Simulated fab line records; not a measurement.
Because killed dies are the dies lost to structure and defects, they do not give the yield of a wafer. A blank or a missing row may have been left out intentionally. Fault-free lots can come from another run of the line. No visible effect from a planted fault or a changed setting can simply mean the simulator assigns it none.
fab line records	flow nandHarc
[record] lots = 14	wafers = 42	lastDay = 33
route steps=1302 shown P_M2@341 THIN_TSV@1268 END@1302
lots untouched by any fault: they come from a run of this same line in which no faults occurred
startH: start of the lot's first displayed wafer, in hours after the record's first day	waitH: hours since the lot's step before	" unchanged from the row above	L1.1+2: a row that stands for several wafers	- either no value or no given start	* or withheld: withheld	< > ~ a bound
route shown NAME@n: names a module that has steps shown in the file, with the first one's number in the route	usual: mean/standard deviation taken from wafers without a fault	same: alike in all rows	chamber/n: place in a boat	sites: the reading at each site	_std_site: the standard deviation of these	_edge_site: inner sites' mean taken away from outer sites' mean	radiusMm: for every site, how far away it sits from the centre of the wafer	mask NAME#n: copy n	behind: tool/chamber where the wafer was last shaped	hold: the reason the lot was held/the length of the hold in hours/how it ended	device: which transistor (n, p or np) failed to switch	end of line: at the end of the route, the tests of the same wafers	for a step that has no rows: nothing shown but its recipe	killed: dies that structure and defects cost at the first sort, which is not the same as the wafer's yield	map: per-die view of a wafer (x killed, . not killed, _ where there is no die)
set.NAME: the setting as run; set.NAME@STEP: as run at that earlier step	model.NAME: the simulator's own value behind a step, which no gauge read
a sample of lots followed through the steps of the route, with each step as a table and each wafer as a row
services: when a tool's chamber went out of use (startH, in hours from the record's first day, below 0 if earlier), for how many hours, and the reason
[[steps]]
[step NHARC_P_M2_PVD_21]
[recipe] targetThkA = 300	chamberPressurePa = 5	powerW = 5000	substrateTempC = 30	timeS = 20.49	material = Cu
[usual] throttleValvePct = 30.3/1.4
lot.wafer	tool	chamber	startH	waitH	throttleValvePct
L168.3	pvdSputter-03	-	134.08	-	29.3
L168.2	"	-	"	"	30.0
L168.4	"	-	"	"	28.0
L169.2	pvdSputter-01	-	139.96	-	30.0
L169.3	"	-	"	"	32.3
L169.5	"	-	"	"	31.8
L170.1	pvdSputter-03	-	148.60	-	27.8
L170.6	"	-	"	"	28.9
L170.5	"	-	"	"	32.1
L171.1	pvdSputter-01	-	173.51	-	32.1
L171.5	"	-	"	"	32.0
L171.6	"	-	"	"	30.2
L176.1	pvdSputter-03	-	215.55	-	28.2
L176.4	"	-	"	"	32.8
L176.5	"	-	"	"	28.2
L178.4	pvdSputter-03	-	231.12	-	32.5
L178.2	"	-	"	"	29.0
L178.3	"	-	"	"	28.4
L182.1	pvdSputter-02	-	280.75	-	30.2
L182.3	"	-	"	"	29.0
L182.4	"	-	"	"	31.0
L184.1	pvdSputter-01	-	288.21	-	31.3
L184.4	"	-	"	"	31.0
L184.3	"	-	"	"	32.1
L185.1	pvdSputter-03	-	308.06	-	32.5
L185.3	"	-	"	"	29.3
L185.5	"	-	"	"	32.6
L186.4	pvdSputter-03	-	311.87	-	28.0
L186.2	"	-	"	"	30.5
L186.1	"	-	"	"	29.4
L188.4	pvdSputter-02	-	339.46	-	30.6
L188.1	"	-	"	"	30.9
L188.5	"	-	"	"	30.2
L189.1	pvdSputter-03	-	339.66	-	29.4
L189.3	"	-	"	"	28.3
L189.4	"	-	"	"	30.4
L190.1	pvdSputter-01	-	352.12	-	31.1
L190.2	"	-	"	"	31.3
L190.3	"	-	"	"	30.6
L191.1	pvdSputter-02	-	357.66	-	28.8
L191.6	"	-	"	"	31.1
L191.5	"	-	"	"	28.9
[step NHARC_THIN_TSV_ETCHBACK_48]
[recipe] targetDepthA = 10285	overEtchFrac = 0.3	timeS = 405.17	ionEnergyEv = 250	c4f8FlowSccm = withheld	arFlowSccm = withheld	rfW = 600	biasW = 300	chemistry = C4F8/Ar
[usual] oesProductAu = 0.96/0.032	rfVppV = 546/3
lot.wafer	tool	chamber	startH	waitH	oesProductAu	rfHoursCounterH	rfVppV
L170.1	rieDiel-10	2	580.98	0.5	0.93	7	545
L170.6	"	0	"	"	0.95	-	549
L170.5	"	1	"	"	0.93	-	542
L168.4	rieDiel-10	2	582.09	0.3	0.91	7	545
L168.2	"	3	"	"	0.93	9	548
L168.3	"	1	"	"	0.93	8	542
L169.2	rieDiel-08	1	584.52	0.4	0.97	1	545
L169.3	"	2	"	"	0.97	1	548
L169.5	"	2	"	"	0.96	-	547
L171.1	rieDiel-08	3	617.10	-	0.94	2	542
L171.6	"	0	"	"	0.93	-	550
L171.5	"	1	"	"	0.93	-	545
L176.1	rieDiel-08	1	637.12	-	1.02	3	546
L176.4	"	2	"	"	0.98	3	548
L176.5	"	1	"	"	1.02	-	545
L178.2	rieDiel-10	2	650.63	-	0.93	2	547
L178.3	"	0	"	"	0.93	3	549
L178.4	"	1	"	"	0.94	2	542
L184.4	rieDiel-10	0	692.63	-	0.93	5	547
L184.1	"	2	"	"	0.93	5	546
L184.3	"	3	"	"	0.92	5	551
L182.4	rieDiel-08	2	699.98	-	0.96	5	547
L182.1	"	3	"	"	0.92	6	541
L182.3	"	0	"	"	0.92	7	548
L186.1	rieDiel-10	0	739.14	-	0.95	8	549
L186.2	"	2	"	"	0.92	8	547
L186.4	"	2	"	"	0.92	-	545
L185.1	rieDiel-10	1	748.80	-	1.01	7	541
L185.3	"	2	"	"	1.00	8	546
L185.5	"	1	"	"	1.01	-	542
L188.1	rieDiel-10	2	761.46	-	0.92	9	545
L188.4	"	3	"	"	0.94	10	549
L188.5	"	1	"	"	0.94	-	541
L189.4	rieDiel-10	0	762.67	-	0.93	9	548
L189.1	"	1	"	"	0.93	9	541
L189.3	"	2	"	"	0.92	10	545
L191.1	rieDiel-10	0	766.88	-	1.02	9	546
L191.5	"	3	"	"	1.00	-	550
L191.6	"	0	"	"	1.00	-	548
L190.2	rieDiel-10	0	767.81	-	0.93	10	547
L190.1	"	1	"	"	0.93	9	541
L190.3	"	3	"	"	0.93	10	549
[step NHARC_THIN_TSV_PVD_19]
[recipe] targetThkA = 200	chamberPressurePa = 5	material = TaN
[usual] throttleValvePct = 30.6/1.4
lot.wafer	tool	chamber	startH	waitH	throttleValvePct
L170.1	pvdSputter-01	-	-	-	31.0
L170.5	"	-	"	"	32.3
L170.6	"	-	"	"	31.0
L168.2	pvdSputter-02	-	-	-	28.3
L168.3	"	-	"	"	30.7
L168.4	"	-	"	"	31.2
L169.2	pvdSputter-03	-	-	-	30.1
L169.3	"	-	"	"	31.6
L169.5	"	-	"	"	29.8
L171.1	pvdSputter-03	-	-	-	30.1
L171.6	"	-	"	"	27.9
L171.5	"	-	"	"	29.8
L176.4	pvdSputter-01	-	-	-	32.1
L176.1	"	-	"	"	29.9
L176.5	"	-	"	"	30.8
L178.3	pvdSputter-01	-	-	-	30.3
L178.2	"	-	"	"	30.7
L178.4	"	-	"	"	32.7
L184.1	pvdSputter-01	-	-	-	30.7
L184.3	"	-	"	"	32.6
L184.4	"	-	"	"	32.3
L182.4	pvdSputter-02	-	-	-	28.8
L182.3	"	-	"	"	28.9
L182.1	"	-	"	"	30.3
L186.1	pvdSputter-01	-	-	-	32.7
L186.4	"	-	"	"	32.2
L186.2	"	-	"	"	30.5
L185.1	pvdSputter-03	-	-	-	30.2
L185.3	"	-	"	"	32.9
L185.5	"	-	"	"	28.4
L188.1	pvdSputter-03	-	-	-	28.4
L188.4	"	-	"	"	30.0
L188.5	"	-	"	"	30.6
L189.4	pvdSputter-03	-	-	-	28.2
L189.3	"	-	"	"	30.0
L189.1	"	-	"	"	32.6
L191.1	pvdSputter-02	-	-	-	30.6
L191.6	"	-	"	"	30.6
L191.5	"	-	"	"	30.3
L190.1	pvdSputter-03	-	-	-	30.3
L190.3	"	-	"	"	32.6
L190.2	"	-	"	"	30.8
[step NHARC_THIN_TSV_PRE_CLEAN_54]
[recipe] timeS = 30	tempC = 280	gas = H2/He
[usual] heaterPowerW = 392/27
lot.wafer	tool	chamber	startH	waitH	heaterPowerW
L170.1	pvdSputter-03	-	583.53	0.0	402
L170.6	"	-	"	"	386
L170.5	"	-	"	"	411
L168.4	pvdSputter-02	-	584.73	0.0	386
L168.3	"	-	"	"	385
L168.2	"	-	"	"	396
L169.3	pvdSputter-02	-	587.14	0.0	372
L169.2	"	-	"	"	408
L169.5	"	-	"	"	379
L171.1	pvdSputter-03	-	619.61	0.1	392
L171.6	"	-	"	"	403
L171.5	"	-	"	"	402
L176.4	pvdSputter-01	-	639.67	0.0	455
L176.1	"	-	"	"	427
L176.5	"	-	"	"	452
L178.4	pvdSputter-02	-	653.24	0.0	389
L178.3	"	-	"	"	398
L178.2	"	-	"	"	364
L184.3	pvdSputter-02	-	695.23	0.1	400
L184.4	"	-	"	"	359
L184.1	"	-	"	"	397
L182.4	pvdSputter-02	-	702.67	0.1	356
L182.1	"	-	"	"	348
L182.3	"	-	"	"	383
L186.2	pvdSputter-02	-	741.90	0.1	388
L186.4	"	-	"	"	354
L186.1	"	-	"	"	352
L185.1	pvdSputter-03	-	751.66	0.1	419
L185.3	"	-	"	"	423
L185.5	"	-	"	"	400
L188.4	pvdSputter-02	-	764.06	0.0	400
L188.1	"	-	"	"	388
L188.5	"	-	"	"	404
L189.1	pvdSputter-02	-	765.25	0.1	399
L189.3	"	-	"	"	363
L189.4	"	-	"	"	352
L191.1	pvdSputter-02	-	769.48	0.1	390
L191.6	"	-	"	"	354
L191.5	"	-	"	"	387
L190.1	pvdSputter-03	-	770.51	0.1	422
L190.3	"	-	"	"	375
L190.2	"	-	"	"	416
[step NHARC_END_SORT_01]
[recipe] tempC = 25
[usual] defectLimitedYield = 91/3.1	killedAtArray = 59/21	killedAtOther = 1.0/1.1	killedAtPeriphery = 4.0/2.6	killedDies = 64/21	killedOpen = 3.2/1.7	killedShort = 2.5/1.5
[same] grossDies = 677
lot.wafer	tool	chamber	startH	waitH	defectLimitedYield[%]	killedAtArray	killedAtOther	killedAtPeriphery	killedDies	killedOpen	killedShort
L170.1	prober-01	0	593.59	2.5	97	18	2	2	22	4	3
L170.5	prober-01	0	596.84	3.7	96	23	2	1	26	3	3
L170.6	prober-01	0	597.65	4.1	97	14	0	5	19	3	1
L168.2	prober-02	0	594.43	2.8	97	19	0	2	21	3	0
L168.3	prober-02	0	595.21	3.1	95	29	0	6	35	3	4
L168.4	prober-02	0	595.99	3.4	95	28	2	3	33	4	2
L169.2	prober-01	0	602.29	2.8	93	44	1	3	48	2	5
L169.3	prober-01	0	603.10	3.1	91	55	2	2	59	3	2
L169.5	prober-01	0	604.72	3.7	92	47	1	8	56	2	2
L171.1	prober-02	0	631.06	2.5	84	104	0	3	107	1	3
L171.5	prober-02	0	634.22	3.7	86	89	0	6	95	4	5
L171.6	prober-02	0	635.01	4.0	85	96	0	3	99	7	1
L176.1	prober-01	0	653.20	2.5	81	37	1	90	128	2	2
L176.4	prober-01	0	655.60	3.4	85	51	5	43	99	4	3
L176.5	prober-01	0	656.40	3.7	77	48	1	108	157	3	2
L178.2	prober-01	0	664.15	2.8	78	76	0	73	149	3	4
L178.3	prober-01	0	664.95	3.1	76	72	1	89	162	0	6
L178.4	prober-01	0	665.75	3.4	82	82	0	39	121	0	4
L184.1	prober-02	0	705.66	2.5	93	45	0	3	48	3	0
L184.3	prober-02	0	707.29	3.1	91	53	1	6	60	3	1
L184.4	prober-02	0	708.10	3.4	90	60	1	5	66	2	2
L182.1	prober-01	0	712.86	2.5	91	58	1	1	60	5	2
L182.3	prober-01	0	714.48	3.1	91	55	0	4	59	3	3
L182.4	prober-01	0	715.29	3.4	91	59	2	3	64	6	1
L185.1	prober-01	0	764.43	2.5	83	110	3	5	118	4	4
L185.3	prober-01	0	766.01	3.1	86	97	1	0	98	4	1
L185.5	prober-01	0	767.60	3.7	86	88	0	8	96	0	1
// killed by level:class
L170.1 A_CHANNEL_HOLE_D2:chamberFilmFlake=6 A_CHANNEL_HOLE_D1:chamberFilmFlake=4 A_CHANNEL_HOLE_D2:geometricParticle:open=2 THIN_TSV:chamberFilmFlake=2 P_M0:geometricParticle:short=1 A_CHANNEL_FILL_D1:geometricParticle:open=1 A_ONON_D2:geometricParticle:short=1 A_CONTACT:geometricParticle:short=1
L168.2 A_CHANNEL_HOLE_D2:chamberFilmFlake=8 A_CHANNEL_FILL_D2:chamberFilmFlake=4 A_STAIRCASE:chamberFilmFlake=2 P_CONTACT:geometricParticle:open=1 A_CHANNEL_FILL_D1:geometricParticle:open=1 A_WL_FILL:geometricParticle:open=1 P_GATE:chamberFilmFlake=1 A_DECK1_JOINT:chamberFilmFlake=1
L168.3 A_CHANNEL_HOLE_D2:chamberFilmFlake=12 P_M1:chamberFilmFlake=4 A_CHANNEL_FILL_D1:geometricParticle:short=2 A_CHANNEL_HOLE_D1:chamberFilmFlake=2 A_DECK1_JOINT:chamberFilmFlake=2 A_CHANNEL_FILL_D2:chamberFilmFlake=2 A_STAIRCASE:chamberFilmFlake=2 A_CONTACT:chamberFilmFlake=2
L168.4 A_CHANNEL_HOLE_D2:chamberFilmFlake=7 A_STAIRCASE:chamberFilmFlake=6 P_M1:chamberFilmFlake=2 A_DECK1_JOINT:chamberFilmFlake=2 A_CHANNEL_FILL_D2:chamberFilmFlake=2 THIN_TSV:chamberFilmFlake=2 P_GATE:geometricParticle:open=1 A_DECK1_JOINT:geometricParticle:short=1
L170.5 A_CHANNEL_HOLE_D2:chamberFilmFlake=9 A_CHANNEL_HOLE_D1:chamberFilmFlake=4 A_ONON_D2:geometricParticle:short=2 A_CONTACT:chamberFilmFlake=2 THIN_TSV:chamberFilmFlake=2 A_ONON_D1:geometricParticle:open=1 A_CHANNEL_FILL_D1:geometricParticle:open=1 A_DECK1_JOINT:geometricParticle:short=1
L170.6 A_CHANNEL_HOLE_D2:chamberFilmFlake=8 P_STI:chamberFilmFlake=3 A_CONTACT:chamberFilmFlake=2 P_M0:geometricParticle:open=1 A_ONON_D1:geometricParticle:short=1 A_ONON_D1:geometricParticle:open=1 A_BLC:geometricParticle:open=1 P_GATE:chamberFilmFlake=1
L169.2 A_CHANNEL_HOLE_D1:chamberFilmFlake=25 A_CHANNEL_HOLE_D2:chamberFilmFlake=9 A_ONON_D2:geometricParticle:short=2 A_STAIRCASE:chamberFilmFlake=2 A_SLIT:chamberFilmFlake=2 P_CONTACT:geometricParticle:short=1 P_M0:geometricParticle:open=1 P_M1:geometricParticle:open=1
L169.3 A_CHANNEL_HOLE_D1:chamberFilmFlake=37 A_CHANNEL_HOLE_D2:chamberFilmFlake=5 A_STAIRCASE:chamberFilmFlake=3 A_CONTACT:chamberFilmFlake=3 THIN_TSV:chamberFilmFlake=2 P_STI:geometricParticle:short=1 P_GATE:geometricParticle:open=1 A_ONON_D1:geometricParticle:open=1
L169.5 A_CHANNEL_HOLE_D1:chamberFilmFlake=30 A_CHANNEL_HOLE_D2:chamberFilmFlake=11 P_M1:chamberFilmFlake=3 P_BONDPAD:chamberFilmFlake=2 P_CONTACT:geometricParticle:open=1 A_CONTACT:geometricParticle:open=1 A_BLC:geometricParticle:short=1 A_M0:geometricParticle:short=1
L171.1 A_CHANNEL_HOLE_D2:chamberFilmFlake=33 A_CHANNEL_HOLE_D1:chamberFilmFlake=29 A_SLIT:chamberFilmFlake=26 A_CONTACT:chamberFilmFlake=5 A_STAIRCASE:chamberFilmFlake=5 P_GATE:chamberFilmFlake=2 A_DECK1_JOINT:chamberFilmFlake=2 P_M0:geometricParticle:short=1
L171.5 A_SLIT:chamberFilmFlake=37 A_CHANNEL_HOLE_D1:chamberFilmFlake=22 A_CHANNEL_HOLE_D2:chamberFilmFlake=16 A_STAIRCASE:chamberFilmFlake=5 A_CONTACT:chamberFilmFlake=4 P_CONTACT:geometricParticle:open=2 P_M0:geometricParticle:short=2 P_M1:geometricParticle:short=1
L171.6 A_SLIT:chamberFilmFlake=32 A_CHANNEL_HOLE_D1:chamberFilmFlake=27 A_CHANNEL_HOLE_D2:chamberFilmFlake=20 A_CONTACT:chamberFilmFlake=7 A_STAIRCASE:chamberFilmFlake=3 A_ONON_D2:geometricParticle:open=2 P_GATE:geometricParticle:open=1 P_CONTACT:geometricParticle:open=1
L176.1 P_M2:unspecified=86 A_SLIT:chamberFilmFlake=11 A_CHANNEL_HOLE_D1:chamberFilmFlake=7 A_CONTACT:chamberFilmFlake=6 A_CHANNEL_HOLE_D2:chamberFilmFlake=5 A_WL_FILL:chamberFilmFlake=2 P_CONTACT:geometricParticle:open=1 P_M0:geometricParticle:short=1
L176.4 P_M2:unspecified=40 A_SLIT:chamberFilmFlake=23 A_CHANNEL_HOLE_D2:chamberFilmFlake=12 THIN_TSV:chamberFilmFlake=5 A_STAIRCASE:chamberFilmFlake=4 A_CONTACT:chamberFilmFlake=3 P_ZERO_WELL:chamberFilmFlake=2 A_CHANNEL_HOLE_D1:chamberFilmFlake=2
L176.5 P_M2:unspecified=105 A_SLIT:chamberFilmFlake=31 A_CONTACT:chamberFilmFlake=5 A_CHANNEL_HOLE_D2:chamberFilmFlake=3 A_STAIRCASE:chamberFilmFlake=2 P_GATE:geometricParticle:open=1 P_M0:geometricParticle:open=1 A_ONON_D1:geometricParticle:open=1
L178.2 P_M2:unspecified=70 A_CHANNEL_HOLE_D1:chamberFilmFlake=34 A_SLIT:chamberFilmFlake=24 A_CHANNEL_HOLE_D2:chamberFilmFlake=5 A_WL_FILL:chamberFilmFlake=3 A_ONON_D2:geometricParticle:short=2 A_STAIRCASE:chamberFilmFlake=2 A_CONTACT:chamberFilmFlake=2
L178.3 P_M2:unspecified=88 A_CHANNEL_HOLE_D1:chamberFilmFlake=40 A_SLIT:chamberFilmFlake=10 A_CHANNEL_HOLE_D2:chamberFilmFlake=6 A_CONTACT:chamberFilmFlake=6 A_ONON_D2:geometricParticle:short=1 A_CHANNEL_FILL_D2:geometricParticle:short=1 A_STAIRCASE:geometricParticle:short=1
L178.4 P_M2:unspecified=38 A_SLIT:chamberFilmFlake=36 A_CHANNEL_HOLE_D1:chamberFilmFlake=18 A_CHANNEL_HOLE_D2:chamberFilmFlake=13 A_CONTACT:chamberFilmFlake=6 A_WL_FILL:geometricParticle:short=2 A_CHANNEL_FILL_D1:chamberFilmFlake=2 A_ONON_D1:geometricParticle:short=1
L184.1 A_CHANNEL_HOLE_D1:chamberFilmFlake=28 A_STAIRCASE:chamberFilmFlake=6 P_STI:chamberFilmFlake=2 A_SLIT:chamberFilmFlake=2 A_CONTACT:chamberFilmFlake=2 A_CHANNEL_FILL_D1:geometricParticle:open=1 A_CHANNEL_FILL_D2:geometricParticle:open=1 A_M0:geometricParticle:open=1
L184.3 A_CHANNEL_HOLE_D1:chamberFilmFlake=25 A_CONTACT:chamberFilmFlake=11 A_STAIRCASE:chamberFilmFlake=4 P_GATE:chamberFilmFlake=3 A_SLIT:chamberFilmFlake=3 P_STI:chamberFilmFlake=2 A_DECK1_JOINT:chamberFilmFlake=2 A_M1:chamberFilmFlake=2
L184.4 A_CHANNEL_HOLE_D1:chamberFilmFlake=39 A_CONTACT:chamberFilmFlake=9 A_SLIT:chamberFilmFlake=3 P_STI:chamberFilmFlake=2 P_GATE:chamberFilmFlake=2 A_WL_FILL:chamberFilmFlake=2 A_M1:chamberFilmFlake=2 P_CONTACT:geometricParticle:short=1
L182.1 A_CHANNEL_HOLE_D1:chamberFilmFlake=26 A_CHANNEL_HOLE_D2:chamberFilmFlake=7 A_CONTACT:chamberFilmFlake=6 A_CHANNEL_FILL_D1:chamberFilmFlake=3 A_SLIT:chamberFilmFlake=2 A_DECK1_JOINT:chamberFilmFlake=2 A_WL_FILL:chamberFilmFlake=2 A_SOURCE_PLATE:geometricParticle:short=1
L182.3 A_CHANNEL_HOLE_D1:chamberFilmFlake=31 A_CONTACT:chamberFilmFlake=4 A_SLIT:chamberFilmFlake=3 P_ZERO_WELL:chamberFilmFlake=2 A_CHANNEL_HOLE_D2:chamberFilmFlake=2 A_CHANNEL_FILL_D1:chamberFilmFlake=2 A_CHANNEL_FILL_D2:chamberFilmFlake=2 A_STAIRCASE:chamberFilmFlake=2
L182.4 A_CHANNEL_HOLE_D1:chamberFilmFlake=30 A_CHANNEL_HOLE_D2:chamberFilmFlake=6 A_CONTACT:chamberFilmFlake=6 A_SLIT:chamberFilmFlake=3 A_STAIRCASE:chamberFilmFlake=3 A_CHANNEL_FILL_D2:chamberFilmFlake=2 A_WL_FILL:chamberFilmFlake=2 THIN_TSV:chamberFilmFlake=2
L185.1 A_CHANNEL_HOLE_D1:chamberFilmFlake=35 A_SLIT:chamberFilmFlake=29 A_CHANNEL_HOLE_D2:chamberFilmFlake=28 A_CONTACT:chamberFilmFlake=7 THIN_TSV:chamberFilmFlake=3 P_GATE:chamberFilmFlake=2 P_CONTACT:geometricParticle:short=1 P_CONTACT:geometricParticle:open=1
L185.3 A_SLIT:chamberFilmFlake=34 A_CHANNEL_HOLE_D1:chamberFilmFlake=28 A_CHANNEL_HOLE_D2:chamberFilmFlake=22 A_CONTACT:chamberFilmFlake=3 A_M0:geometricParticle:open=2 A_CHANNEL_FILL_D2:chamberFilmFlake=2 A_STAIRCASE:chamberFilmFlake=2 A_DECK1_JOINT:geometricParticle:open=1
L185.5 A_SLIT:chamberFilmFlake=31 A_CHANNEL_HOLE_D1:chamberFilmFlake=27 A_CHANNEL_HOLE_D2:chamberFilmFlake=20 A_CONTACT:chamberFilmFlake=4 P_STI:chamberFilmFlake=3 P_GATE:chamberFilmFlake=3 A_STAIRCASE:chamberFilmFlake=2 P_STI:geometricParticle:short=1
[[services]]
tool	chamber	startH	hours	kind
pvdSputter-01	-	128.80	3.5	repair
pvdSputter-03	-	170.05	10.0	pm
rieDiel-10	3	202.06	25.8	repair
rieDiel-10	-	216.66	1.6	repair
pvdSputter-01	-	226.01	10.0	pm
rieDiel-10	-	242.50	9.0	pm
pvdSputter-03	-	273.05	12.4	repair
pvdSputter-02	-	282.03	10.0	pm
rieDiel-10	1	290.51	6.6	repair
pvdSputter-01	-	309.76	10.0	repair
rieDiel-10	1	337.46	2.5	repair
pvdSputter-01	-	338.50	2.5	repair
rieDiel-10	1	343.85	5.0	repair
pvdSputter-03	-	348.10	10.0	pm
pvdSputter-02	-	350.20	3.9	repair
pvdSputter-03	-	366.83	11.4	repair
pvdSputter-02	-	389.21	1.9	repair
pvdSputter-03	-	459.25	1.7	repair
pvdSputter-02	-	460.03	10.0	pm
pvdSputter-03	-	469.54	11.1	repair
pvdSputter-03	-	526.11	10.0	pm
pvdSputter-02	-	540.21	4.8	repair
pvdSputter-02	-	638.04	10.0	pm
pvdSputter-03	-	704.11	10.0	pm
[[key]]
[firstSign] step = NHARC_END_SORT_01	reading = killedAtPeriphery	direction = up	sigmas = 27	usual = 4.0	struck = 73.7
[effect] step = NHARC_END_SORT_01	reading = defectLimitedYield	direction = down	sigmas = 3.4	usual = 91	struck = 80	wafersMoved = 5
[moreKillsBornAt] NHARC_P_M2_PVD_21@pvdSputter-03 = 427
metAt NHARC_P_M2_PVD_21
struckLots L176,L178
notActingAt NHARC_THIN_TSV_ETCHBACK_48,NHARC_THIN_TSV_PVD_19,NHARC_THIN_TSV_PRE_CLEAN_54
onsetBetween 148.60 215.55
[fault] kind = chamberParticleSource	tool = pvdSputter-03	chamber = -	onsetH = 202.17	steps = NHARC_P_M2_PVD_21	ratePerVisitCm2 = 1.4017	endH = 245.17
